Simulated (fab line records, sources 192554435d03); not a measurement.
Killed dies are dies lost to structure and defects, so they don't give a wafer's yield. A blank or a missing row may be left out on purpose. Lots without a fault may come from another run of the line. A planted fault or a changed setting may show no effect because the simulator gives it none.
fab line records | flow n5_finfet
record lots=4 wafers=12 last_day=18
route steps=1938 shown BEOL_M4@1099 BEOL_M5@1112 BEOL_M12@1649 PASSIVATION@1936
lots that met no fault: from a run of the same line without faults
start_h: hours from the record's first day to the start of the lot's first wafer shown | wait_h: hours since the lot's step before | " the same as in the row above | L1.1+2: a row that stands for several wafers | - no value, or no start given | * or withheld: withheld | < > ~ a bound
route shown NAME@n: a module of which the file shows steps, and the number in the route of the first | usual: mean/standard deviation of fault-free wafers | same: alike in all rows | chamber/n: place in a boat | sites: the reading at each site | _std_site: their standard deviation | _edge_site: outer sites' mean less inner sites' | radius_mm: how far each site lies from the wafer's centre | mask NAME#n: copy n | behind: the tool/chamber that last shaped the wafer | hold: why the lot was held/for how many hours/how that ended | device: the transistor (n, p or np) that didn't switch | end of line: the same wafers' tests at the end of the route | a step without rows: its recipe alone | killed: dies lost to structure and defects at the first sort, not the wafer's yield | map: a wafer's dies, x killed, . not, _ none there
set.NAME: the setting as run; set.NAME@STEP: as run at that earlier step | model.NAME: the simulator's own value behind a step, which no gauge read
lots at some steps of the route; a table a step, a row a wafer
services: from which hour (start_h, from the record's first day; less than 0 if before it) a tool's chamber was out of use, for how many hours, and why
## steps
# step N5_BEOL_M4_ANNEAL_95
# recipe temp_c=400 time_s=240 ambient=vacuum
# step N5_BEOL_M4_SPUTTER_96
# recipe material=Cu target_thk_a=45 temp_c=-20 chamber_pressure_pa=0.07 power_w=withheld time_s=8.29
# step N5_BEOL_M4_ECD_50
# recipe material=Cu target_thk_a=3000
# step N5_BEOL_M4_ANNEAL_51
# recipe temp_c=225 time_s=90 ambient=N2
# step N5_BEOL_M4_CMP_52
# recipe stop_on=SiOC t_overpolish_s=6.8 down_force_psi=1 platen_rpm=50 clearing_platen_down_force_psi=1.5 clearing_platen_rpm=50 post_cmp_clean=cu_alkaline target_thk_nm=40 clearing_platen_pad_velocity_m_s=0.99484 pad_velocity_m_s=0.99484
# step N5_BEOL_M4_PRE_CLEAN_60
# recipe gas=NH3/H2 time_s=15 temp_c=* rf_power_w=300
# step N5_BEOL_M4_CO_CAP_55
# recipe material=Co target_thk_a=20 temp_c=200 precursor=CCTBA/H2 pressure_torr=30 time_s=102.1
# step N5_BEOL_M4_PRE_CLEAN_56
# recipe gas=NH3 time_s=15 temp_c=withheld rf_power_w=300
# step N5_BEOL_M4_DEP_57
# recipe material=SiCN target_thk_a=80 temp_c=withheld precursor=3MS/NH3 pressure_torr=3 rf_w=202 time_s=14
# step N5_BEOL_M4_RC_MEAS_101
# usual DIBL_N=36.3/1.7 DIBL_P=36.0/1.9 IOFF_N=0.156/0.028 IOFF_P=0.21/0.036 ION_N=675/11 ION_P=463/7.8 SS_N=71.6/0.59 SS_P=73.2/0.63 VT_N=250/3.1 VT_P=-251/3.4
# columns lot.wafer tool chamber start_h wait_h DIBL_N[mV/V] DIBL_P[mV/V] IOFF_N[nA/um] IOFF_P[nA/um] ION_N[uA/um] ION_P[uA/um] SS_N[mV/dec] SS_P[mV/dec] VT_N[mV] VT_P[mV]
L935.3 prober-02 0 248.62 0.3 35.5 36.9 0.142 0.18 672 455 71.6 72.8 254 -253
L935.5 " 0 " " 36.5 37.8 0.150 0.19 669 459 71.2 74.1 255 -253
L935.6 " 0 " " 38.2 39.8 0.205 0.23 685 463 72.3 73.4 248 -251
L934.2 prober-02 0 250.99 0.2 37.2 36.5 0.176 0.27 687 484 71.7 74.4 247 -242
L934.3 " 0 " " 41.3 41.8 0.272 0.39 691 484 73.4 75.3 241 -239
L934.4 " 0 " " 37.8 36.3 0.183 0.25 695 480 72.4 73.2 247 -248
L940.1 prober-02 0 280.27 0.0 36.1 35.6 0.148 0.19 678 459 71.6 73.5 251 -254
L940.2 " 0 " " 35.2 34.8 0.142 0.19 672 459 70.8 73.3 251 -251
L940.3 " 0 " " 37.6 37.7 0.175 0.23 683 466 71.3 74.0 248 -252
L944.1 prober-01 0 320.07 0.0 39.5 37.7 0.194 0.27 682 475 71.8 74.2 247 -243
L944.3 " 0 " " 38.9 37.6 0.184 0.26 681 471 71.8 73.9 247 -244
L944.5 " 0 " " 37.0 35.2 0.149 0.22 663 461 71.9 72.4 250 -247
# step N5_BEOL_M5_ILD_DEP_00
# recipe material=SiCOH_lowk target_thk_a=1406.4 temp_c=300 precursor=DEMS/porogen pressure_torr=5 rf_w=500 time_s=25.9
# step N5_BEOL_M5_CURE_79
# recipe temp_c=385 time_s=240 ambient=He/Ar material=SiCOH_lowk
# step N5_BEOL_M5_PECVD_70
# recipe material=SiO2 target_thk_a=160 temp_c=400 precursor=TEOS/O2 pressure_torr=5.5 rf_w=450 teos_flow_sccm=53.8 gas=O2 flow_sccm=3000 time_s=18
# step N5_BEOL_M5_HM_DEP_02
# recipe material=TiN target_thk_a=200 temp_c=25 chamber_pressure_pa=0.49996
# step N5_BEOL_M5_COAT_59
# recipe resist=SOC temp_c=250 time_s=60 spin_rpm=1500 resist_thk_nm=60
# step N5_BEOL_M5_COAT_60
# recipe resist=SiARC temp_c=220 time_s=60 spin_rpm=1500 resist_thk_nm=12
# step N5_BEOL_M5_COAT_71
# recipe resist=underlayer temp_c=205 time_s=60 spin_rpm=1500 resist_thk_nm=5
# step N5_BEOL_M5_COAT_05
# recipe resist=CAR-EUV spin_rpm=1500 resist_thk_nm=30
# step N5_BEOL_M5_EBR_07
# recipe solvent=PGMEA ebr_width_mm=1.5
# step N5_BEOL_M5_SOFTBAKE_06
# recipe temp_c=110 time_s=60 resist=CAR-EUV
# step N5_BEOL_M5_EXPOSE_08
# recipe mask_id=M5 na=0.33 source_shape=annular sigma_inner=0.4 sigma_outer=0.8 polarization=unpolarized target_cd_nm=28 dose_mj=35.75
# step N5_BEOL_M5_PEB_09
# recipe peb_temp_c=100 peb_time_s=60 resist=CAR-EUV
# step N5_BEOL_M5_DEVELOP_10
# recipe develop_time_s=30 developer=TMAH resist=CAR-EUV rinse_liquid=surfactant_rinse dry=air_spin dev_temp_c=23
# step N5_BEOL_M5_DESCUM_16
# recipe chemistry=O2 time_s=7 source_power_w=50 bias_power_w=20 pressure_mtorr=20 rf_frequency_hz=2.712e+07 temp_c=40 resist=CAR-EUV o2_flow_sccm=225
# step N5_BEOL_M5_ETCH_72
# recipe chemistry=N2/H2 target=underlayer target_depth_a=65 mask_material=CAR-EUV time_s=5.2 ion_energy_ev=200 pressure_mtorr=30 source_w=840 bias_w=150 n2_flow_sccm=200 h2_flow_sccm=200 ends=cleared
# step N5_BEOL_M5_ETCH_61
# recipe chemistry=CF4 target=SiARC target_depth_a=156 mask_material=CAR-EUV time_s=26 ion_energy_ev=80 pressure_mtorr=40 source_w=545 bias_w=36 Ar_flow_sccm=100 cf4_flow_sccm=100 ends=cleared
# step N5_BEOL_M5_ETCH_62
# recipe chemistry=N2/H2 target=SOC target_depth_a=750 overetch_a=150 mask_material=SiARC temp_c=40 time_s=112.5 ion_energy_ev=200 pressure_mtorr=30 source_w=840 bias_w=150 n2_flow_sccm=200 h2_flow_sccm=200
# step N5_BEOL_M5_STRIP_63
# recipe chemistry=N2/H2 temp_c=40 n2_flow_sccm=200 h2_flow_sccm=200 rf_frequency_hz=6e+07
# step N5_BEOL_M5_STRIP_73
# recipe chemistry=N2/H2 temp_c=40 n2_flow_sccm=200 h2_flow_sccm=200 rf_frequency_hz=6e+07
# step N5_BEOL_M5_STRIP_64
# recipe chemistry=CF4 resist=SiARC power_w=300 bias_power_w=75 pressure_mtorr=50 cf4_flow_sccm=150 rf_frequency_hz=6e+07
# step N5_BEOL_M5_HM_OPEN_17
# recipe chemistry=Cl2/BCl3 target_depth_a=200 overetch_a=60 target=TiN mask_material=SOC ion_energy_ev=150 pressure_mtorr=10 icp_w=1000 bias_w=126 Cl2_flow_sccm=53.25 bcl3_flow_sccm=21.75 Ar_flow_sccm=25
# step N5_BEOL_M5_STRIP_19
# recipe chemistry=O2 power_w=400 temp_c=40 pressure_mtorr=30 rf_frequency_hz=6e+07 bias_power_w=0 overash_fraction=0.2 o2_flow_sccm=225
# step N5_BEOL_M5_COAT_65
# recipe resist=SOC temp_c=250 time_s=60 spin_rpm=1500 resist_thk_nm=60
# step N5_BEOL_M5_COAT_66
# recipe resist=SiARC temp_c=220 time_s=60 spin_rpm=1500 resist_thk_nm=12
# step N5_BEOL_M12_SPUTTER_44
# recipe material=Ta target_thk_a=100 temp_c=50 bias_v=80 power_w=15000 chamber_pressure_pa=0.07 time_s=16.13
# usual bias_v=80.0/0.86 cathode_dc_power_W=15000/2.6 throttle_valve_pct=30.2/0.98
# columns lot.wafer tool chamber start_h wait_h bias_v cathode_dc_power_W throttle_valve_pct
L935.3 pvd_sputter-01 - 324.50 0.0 - - -
L935.5 " - " " - - -
L935.6 " - " " - - -
L934.2 pvd_sputter-02 - 324.66 0.0 - - -
L934.3 " - " " - - -
L934.4 " - " " - - -
L940.1 pvd_sputter-02 - 353.82 0.0 80.0 15003 29.3
L940.2 " - " " 80.6 15000 30.8
L940.3 " - " " 78.2 15004 30.8
L944.1 pvd_sputter-03 - 390.31 0.0 78.8 15000 30.2
L944.3 " - " " 79.3 15000 28.0
L944.5 " - " " 79.1 14999 29.9
# step N5_BEOL_M12_CMP_49
# recipe stop_on=SiOC t_overpolish_s=20.6 down_force_psi=1 platen_rpm=50 clearing_platen_down_force_psi=1.5 clearing_platen_rpm=50 post_cmp_clean=cu_alkaline target_thk_nm=320 clearing_platen_pad_velocity_m_s=0.99484 pad_velocity_m_s=0.99484
# usual barrier_field_endpoint_s=30.6/0.8 edge_zone_pressure_frac=1.000/0.0053 motor_current_A=6.1/0.46 slurry_filter_dp_kPa=13.51/0.12
# columns lot.wafer tool chamber start_h wait_h barrier_field_endpoint_s edge_zone_pressure_frac motor_current_A slurry_filter_dp_kPa model.Cu_of_BEOL_M12_ECD_47.thk_nm
L935.3 cmp-03 3 325.18 0.2 18.8 0.993 6.4 13.49 331.2
L935.5 " 2 " " 18.3 0.997 6.7 13.57 323.4
L935.6 " 3 " " 18.3 0.993 6.4 13.82 318.2
L934.2 cmp-01 0 325.41 0.2 17.5 1.003 4.9 13.56 324.8
L934.4 " 1 " " 17.5 0.998 5.5 13.73 340.8
L934.3 " 2 " " 17.7 1.001 6.2 13.54 329.4
L940.2 cmp-01 0 354.46 0.2 28.8 1.002 4.7 13.65 322
L940.1 " 2 " " 30.5 1.003 6.0 13.60 319.8
L940.3 " 3 " " 30.0 1.001 6.2 13.47 316.6
L944.1 cmp-03 0 391.20 0.3 31.3 0.999 6.0 13.44 320.2
L944.3 " 2 " " 30.2 0.996 7.0 13.82 326.6
L944.5 " 0 " " 31.2 1.004 6.3 13.61 318
# step N5_PASSIVATION_PROBE_49
# usual defect_limited_yield=91.5/1.5 killed_at_M0_to_M3=30/11 killed_at_M4_up=13/4.9 killed_at_contacts=14/6.5 killed_at_front_end=40/11 killed_at_other=3.3/2.7 killed_dies=100/18 killed_open=67/14 killed_short=32/7.8 sort_bin_4_leakage=0.00/0.0073 sort_bin_5_function=5.0/0.97 sort_bin_6_memory=3.2/0.75 sort_n_pass=1080/18 sort_yield_pct=91.5/1.5
# same gross_dies=1180 killed_at_back_side=0 sort_bin_8_speed[%]=0
# columns lot.wafer tool chamber start_h wait_h defect_limited_yield[%] killed_at_M0_to_M3 killed_at_M4_up killed_at_contacts killed_at_front_end killed_at_other killed_dies killed_open killed_short sort_bin_4_leakage[%] sort_bin_5_function[%] sort_bin_6_memory[%] sort_n_pass sort_yield_pct[%]
L935.3 prober-01 - 369.11 0.1 83.4 16 134 8 36 2 196 37 34 0 13.8 2.6 984 83.4
L935.5 prober-01 - 369.21 0.2 81.4 26 121 10 58 5 220 72 38 0 14.7 3.4 960 81.4
L935.6 prober-01 - 369.26 0.3 82.8 27 129 9 38 0 203 57 24 0 14.1 2.9 977 82.8
L934.2 prober-01 - 371.04 0.1 81.4 26 123 23 46 1 219 79 24 0 14.9 3.6 961 81.4
L934.3 prober-01 - 371.09 0.1 82.0 16 132 15 48 1 212 60 29 0.08 15.3 2.4 967 81.9
L934.4 prober-01 - 371.14 0.2 82.5 28 115 23 41 0 207 61 30 0 13.1 3.3 973 82.5
L940.1 prober-01 - 384.91 0.0 91.9 41 11 20 23 1 96 72 24 0 4.5 3.2 1084 91.9
L940.2 prober-01 - 384.96 0.1 93.4 25 8 11 33 1 78 55 22 0 4.0 2.2 1102 93.4
L940.3 prober-01 - 385.01 0.1 91.0 39 12 16 39 0 106 82 23 0 4.9 3.9 1074 91.0
L944.1 prober-02 - 422.72 0.0 90.6 43 10 2 55 1 111 80 31 0 6.4 2.8 1069 90.6
L944.3 prober-02 - 422.82 0.1 91.6 18 13 3 65 0 99 66 33 0 4.7 3.1 1081 91.6
L944.5 prober-02 - 422.92 0.2 90.4 39 19 9 45 1 113 83 27 0 6.3 3.1 1067 90.4
# killed by level:class
L935.3 BEOL_M12:area_sputter=122 FIN_SAQP:geometric_particle:short=10 STI_FIN_REVEAL:geometric_particle:open=6 BEOL_M0_SAQP:geometric_particle:short=6 MOL_CONTACT_COAG:geometric_particle:open=5 BEOL_M0_SAQP:geometric_particle:open=5 GATE_CUT:geometric_particle:short=4 FIN_SAQP:geometric_particle:open=3
L935.5 BEOL_M12:area_sputter=109 STI_FIN_REVEAL:geometric_particle:open=20 FIN_SAQP:geometric_particle:open=13 BEOL_M0_SAQP:geometric_particle:short=9 MOL_CONTACT_COAG:geometric_particle:open=9 FIN_SAQP:geometric_particle:short=8 BEOL_M0_SAQP:geometric_particle:open=6 BEOL_M2:geometric_particle:open=5
L935.6 BEOL_M12:area_sputter=119 STI_FIN_REVEAL:geometric_particle:open=8 BEOL_M3:geometric_particle:open=7 FIN_SAQP:geometric_particle:open=6 FIN_SAQP:geometric_particle:short=6 MOL_CONTACT_COAG:geometric_particle:open=6 DUMMY_GATE:geometric_particle:open=5 BEOL_M2:geometric_particle:open=5
L934.2 BEOL_M12:area_sputter=116 MOL_CONTACT_COAG:geometric_particle:open=19 FIN_SAQP:geometric_particle:open=12 STI_FIN_REVEAL:geometric_particle:open=11 BEOL_M1:geometric_particle:open=11 DUMMY_GATE:geometric_particle:open=6 STARTING-WAFER:geometric_particle:open=5 FIN_SAQP:geometric_particle:short=4
L934.3 BEOL_M12:area_sputter=123 MOL_CONTACT_COAG:geometric_particle:open=11 DUMMY_GATE:geometric_particle:open=9 FIN_SAQP:geometric_particle:open=8 FIN_SAQP:geometric_particle:short=7 BEOL_M4:geometric_particle:open=5 STI_FIN_REVEAL:geometric_particle:open=4 DUMMY_GATE:geometric_particle:short=4
L934.4 BEOL_M12:area_sputter=105 MOL_CONTACT_COAG:geometric_particle:open=13 HKMG_FIN:area_etch=11 STI_FIN_REVEAL:geometric_particle:open=10 MOL_CONTACT_COAG:geometric_particle:short=10 BEOL_M2:geometric_particle:open=9 BEOL_M0_SAQP:geometric_particle:open=5 FIN_SAQP:geometric_particle:open=4
L940.1 MOL_CONTACT_COAG:geometric_particle:open=18 BEOL_M3:geometric_particle:open=11 FIN_SAQP:geometric_particle:open=9 BEOL_M0_SAQP:geometric_particle:short=9 BEOL_M0_SAQP:geometric_particle:open=7 FIN_SAQP:geometric_particle:short=6 BEOL_M1:geometric_particle:open=5 BEOL_M2:geometric_particle:open=5
L940.2 BEOL_M2:geometric_particle:open=13 MOL_CONTACT_COAG:geometric_particle:open=9 STI_FIN_REVEAL:geometric_particle:open=7 DUMMY_GATE:geometric_particle:open=5 BEOL_M1:geometric_particle:open=5 FIN_SAQP:geometric_particle:short=4 FIN_SAQP:geometric_particle:open=3 STI_FIN_REVEAL:geometric_particle:short=3
L940.3 BEOL_M1:geometric_particle:open=22 MOL_CONTACT_COAG:geometric_particle:open=16 FIN_SAQP:geometric_particle:open=11 FIN_SAQP:geometric_particle:short=7 GATE_CUT:geometric_particle:short=5 BEOL_M2:geometric_particle:open=5 DUMMY_GATE:geometric_particle:open=4 BEOL_M3:geometric_particle:open=4
L944.1 STI_FIN_REVEAL:geometric_particle:open=28 BEOL_M0:geometric_particle:open=10 BEOL_M0_SAQP:geometric_particle:open=9 BEOL_M0_SAQP:geometric_particle:short=8 GATE_CUT:geometric_particle:short=7 BEOL_M1:geometric_particle:open=6 BEOL_M2:geometric_particle:open=5 STI_FIN_REVEAL:geometric_particle:short=4
L944.3 STI_FIN_REVEAL:geometric_particle:open=27 BEOL_M4:geometric_particle:open=9 STI_FIN_REVEAL:geometric_particle:short=7 BEOL_M0_SAQP:geometric_particle:short=6 GATE_CUT:geometric_particle:short=6 FIN_SAQP:geometric_particle:short=5 BEOL_M0_SAQP:geometric_particle:open=5 STARTING-WAFER:geometric_particle:open=5
L944.5 STI_FIN_REVEAL:geometric_particle:open=22 BEOL_M4:geometric_particle:open=10 BEOL_M0_SAQP:geometric_particle:open=9 BEOL_M1:geometric_particle:open=9 MOL_CONTACT_COAG:geometric_particle:open=7 BEOL_M0_SAQP:geometric_particle:short=6 FIN_SAQP:geometric_particle:open=5 BEOL_M0:geometric_particle:open=5
# map L934.2 (x killed, . not)
_________________............________________
______________...x.x............_____________
___________......x.x......x...x....__________
__________.....x...................._________
________.................xxx......x..._______
_______.............x........x.....xx.x______
______..............x.........x........._____
_____..x.............x.............x...x.____
____..x.......................x...x...x...___
___......x....x.......xx...................__
___......xx....x.xxx........xx..........x..__
__.......x.............x..x....xx..........._
__...............xxxxx......x....x......x..._
_................x..x......x.x..x.x..xx......
_x.....x..x.....x......xxxxxx....x..xx.......
_...........x..x.x.xx..................x.....
_.........x.xx..xxx.x..x.x....xx.x...........
_.............x...xx.xx.........x.......x....
_..x.....x...x.....xx..x.x.xx...x.x.x...x....
_...x...........x.xx.xxx..xx..xxx.xx.x.......
_....x....x...xx....xxxx..xxx...xx.x.x.......
__....................xxx.xx.x..xxxx........_
__..xx...................xx....xx...x....x.._
___......x.........x...xxx..xx.x..xxxx...x.__
___.x.........x.xx...x...xx.....x..x.......__
____.............x.x..x..x....x...x.......___
_____.....x........x...x..x.x.x..x...x...____
______......x....x.x.x.....x....x......._____
_______x...........x....xx.x...........______
________.........x........xx...x......_______
__________..x........x.............._________
___________..............x.........__________
______________x......x....x....._____________
_________________.....x...xx.________________
# map L935.5 (x killed, . not)
_________________xx.x.xxx.xx.________________
______________.....xx..x.x......_____________
___________xx...xxx.x...x.......xx.__________
__________xx.xx.xx....x.....x......x_________
________.x..x.x..x................xx.._______
_______x.x.x...x...........x..xx....x.x______
______....x..x......x.............x..xx._____
_____.xxxx....x.......x...x.....x....x...____
____x...x..x...x..........................___
___...........x...x.x.x............x..x..xx__
___.x.x.......x..........................x.__
__x..x....x......x.................x....x.x._
__.xxxxx......x....x.x..x..............xx.x._
_x.x.xx.x.x.x...................x...x........
_x.x.....x...................................
_xx......x...x...................xx..x...x.xx
_xx....x.........xx...x...................xxx
_x.xxx...........x...x....xx................x
_..x..xx..............x............x..x......
_x..x...............x.......x....x...x.....x.
_x............x...................xx.........
__...x..............x.........x..xx........._
__x.......x.x.x........................x...x_
___x.x....x...x............x..........x....__
___.................x...........x....x..x..__
____x..................x.....xx...........___
_____xx.....x...x.x......x.......x.......____
______.x...x..............x....xx.....x._____
_______.......x.............xx..x......______
________x.x..x....................x.x._______
__________.xx...........x...x......._________
___________..x..x....x.....x...x.x.__________
______________x...x...xx.xx....x_____________
_________________x..x.....x.x________________
## services
# columns tool chamber start_h hours kind
cmp-03 - 302.56 0.2 repair
cmp-01 - 370.94 4.2 repair
pvd_sputter-01 - 384.44 2.7 repair
pvd_sputter-02 - 384.47 0.7 repair
## key
first_sign step=N5_BEOL_M12_SPUTTER_44 reading=tool_record direction=missing
effect step=N5_BEOL_M12_CMP_49 reading=barrier_field_endpoint_s direction=down sigmas=16 usual=30.6 struck=18.0
effect step=N5_PASSIVATION_PROBE_49 reading=killed_at_M4_up direction=up sigmas=23 usual=13 struck=126
model_effect step=N5_BEOL_M12_CMP_49 value=Cu_of_BEOL_M12_ECD_47.thk_nm without=318 struck=328
more_kills_born_at N5_BEOL_M12_SPUTTER_44@pvd_sputter-01=354 N5_BEOL_M12_SPUTTER_44@pvd_sputter-02=344
met_at N5_BEOL_M12_SPUTTER_44
struck_wafers L934.2,L934.3,L934.4,L935.3,L935.5,L935.6
baseline_loss step=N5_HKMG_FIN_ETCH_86 wafers=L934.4
fault kind=skipped_step_whole tool=pvd_sputter-01,pvd_sputter-02 chamber=- onset_h=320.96 steps=N5_BEOL_M12_SPUTTER_44 scope=struck_lots_only
# baseline_loss: these wafers lose ten dies or more at that step, a loss of the line's own and not of a fault; the sort's usual values leave them out
